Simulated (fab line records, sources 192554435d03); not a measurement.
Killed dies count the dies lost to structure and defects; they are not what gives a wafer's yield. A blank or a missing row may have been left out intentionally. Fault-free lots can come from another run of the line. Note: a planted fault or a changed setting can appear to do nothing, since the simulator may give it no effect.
Chamber matching / flow n5_finfet / 3 sister chambers for N5_BEOL_M9_DEP_56 on pecvd-03
The step deposits SiCN from 3MS/NH3, target thk 15 nm, time 26.5 s. 20 wafers are shown with their chamber, then 10 later ones without.

WAFERS PAIRED WITH THEIR CHAMBERS
wafer=L076.2; chamber=0; throttle_valve_pct (%)=8.9; showerhead_plenum_p_Torr (Torr)=3.662
wafer=L076.4; chamber=0; throttle_valve_pct (%)=9.0; showerhead_plenum_p_Torr (Torr)=3.677
wafer=L076.6; chamber=2; throttle_valve_pct (%)=8.9; showerhead_plenum_p_Torr (Torr)=3.667
wafer=L077.2; chamber=0; throttle_valve_pct (%)=8.8; showerhead_plenum_p_Torr (Torr)=3.672
wafer=L077.4; chamber=1; throttle_valve_pct (%)=9.0; showerhead_plenum_p_Torr (Torr)=3.673
wafer=L077.5; chamber=0; throttle_valve_pct (%)=8.7; showerhead_plenum_p_Torr (Torr)=3.664
wafer=L078.3; chamber=2; throttle_valve_pct (%)=8.6; showerhead_plenum_p_Torr (Torr)=3.666
wafer=L078.4; chamber=2; throttle_valve_pct (%)=8.6; showerhead_plenum_p_Torr (Torr)=3.655
wafer=L078.5; chamber=1; throttle_valve_pct (%)=9.2; showerhead_plenum_p_Torr (Torr)=3.677
wafer=L083.2; chamber=2; throttle_valve_pct (%)=8.7; showerhead_plenum_p_Torr (Torr)=3.667
wafer=L083.3; chamber=0; throttle_valve_pct (%)=8.8; showerhead_plenum_p_Torr (Torr)=3.666
wafer=L083.6; chamber=0; throttle_valve_pct (%)=9.1; showerhead_plenum_p_Torr (Torr)=3.676
wafer=L085.1; chamber=2; throttle_valve_pct (%)=8.7; showerhead_plenum_p_Torr (Torr)=3.657
wafer=L085.4; chamber=0; throttle_valve_pct (%)=8.7; showerhead_plenum_p_Torr (Torr)=3.673
wafer=L085.5; chamber=1; throttle_valve_pct (%)=9.3; showerhead_plenum_p_Torr (Torr)=3.666
wafer=L087.3; chamber=1; throttle_valve_pct (%)=9.1; showerhead_plenum_p_Torr (Torr)=3.667
wafer=L087.4; chamber=0; throttle_valve_pct (%)=8.9; showerhead_plenum_p_Torr (Torr)=3.670
wafer=L087.6; chamber=1; throttle_valve_pct (%)=9.1; showerhead_plenum_p_Torr (Torr)=3.657
wafer=L089.1; chamber=0; throttle_valve_pct (%)=8.7; showerhead_plenum_p_Torr (Torr)=3.656
wafer=L089.2; chamber=2; throttle_valve_pct (%)=8.8; showerhead_plenum_p_Torr (Torr)=3.646

SIGNATURES (averages over the wafers above)
reading=throttle_valve_pct; chamber 0=8.844; chamber 1=9.140; chamber 2=8.717; scatter within a chamber=0.129
reading=showerhead_plenum_p_Torr; chamber 0=3.66844; chamber 1=3.66800; chamber 2=3.65967; scatter within a chamber=0.00761
Rule: a wafer lies at a distance from a chamber equal to the root of the sum of squares, over the readings, of (its reading less the chamber's mean, divided by the reading's scatter). The wafer belongs to the nearest chamber; if the next one is less than 2 further off, it can't be placed. The scatter is the square root of a quotient: the sum, over the shown wafers, of each reading's squared deviation from its chamber's mean, divided by wafers minus chambers.

WAFERS MISSING THEIR CHAMBER
wafer=L089.4; throttle_valve_pct (%)=9.0; showerhead_plenum_p_Torr (Torr)=3.672
wafer=L088.1; throttle_valve_pct (%)=9.0; showerhead_plenum_p_Torr (Torr)=3.660
wafer=L088.4; throttle_valve_pct (%)=8.9; showerhead_plenum_p_Torr (Torr)=3.669
wafer=L088.6; throttle_valve_pct (%)=9.2; showerhead_plenum_p_Torr (Torr)=3.660
wafer=L091.1; throttle_valve_pct (%)=8.9; showerhead_plenum_p_Torr (Torr)=3.658
wafer=L091.3; throttle_valve_pct (%)=8.9; showerhead_plenum_p_Torr (Torr)=3.671
wafer=L091.6; throttle_valve_pct (%)=8.8; showerhead_plenum_p_Torr (Torr)=3.668
wafer=L096.1; throttle_valve_pct (%)=8.7; showerhead_plenum_p_Torr (Torr)=3.656
wafer=L096.2; throttle_valve_pct (%)=9.1; showerhead_plenum_p_Torr (Torr)=3.662
wafer=L096.6; throttle_valve_pct (%)=9.0; showerhead_plenum_p_Torr (Torr)=3.667

EACH ONE'S CHAMBER
wafer=L089.4; from the rows above=can't be placed: 1 or 0 or 2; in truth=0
wafer=L088.1; from the rows above=can't be placed: 1 or 0 or 2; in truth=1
wafer=L088.4; from the rows above=can't be placed: 0 or 1 or 2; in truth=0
wafer=L088.6; from the rows above=can't be placed: 1 or 0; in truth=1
wafer=L091.1; from the rows above=can't be placed: 2 or 0 or 1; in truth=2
wafer=L091.3; from the rows above=can't be placed: 0 or 1 or 2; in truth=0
wafer=L091.6; from the rows above=can't be placed: 0 or 2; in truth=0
wafer=L096.1; from the rows above=can't be placed: 2 or 0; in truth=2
wafer=L096.2; from the rows above=can't be placed: 1 or 0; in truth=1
wafer=L096.6; from the rows above=can't be placed: 1 or 0 or 2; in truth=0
Correct placement for 0 of the 10. These rows do not allow placing 10 (true chamber among the candidates in 10). Placed wrongly: 0.
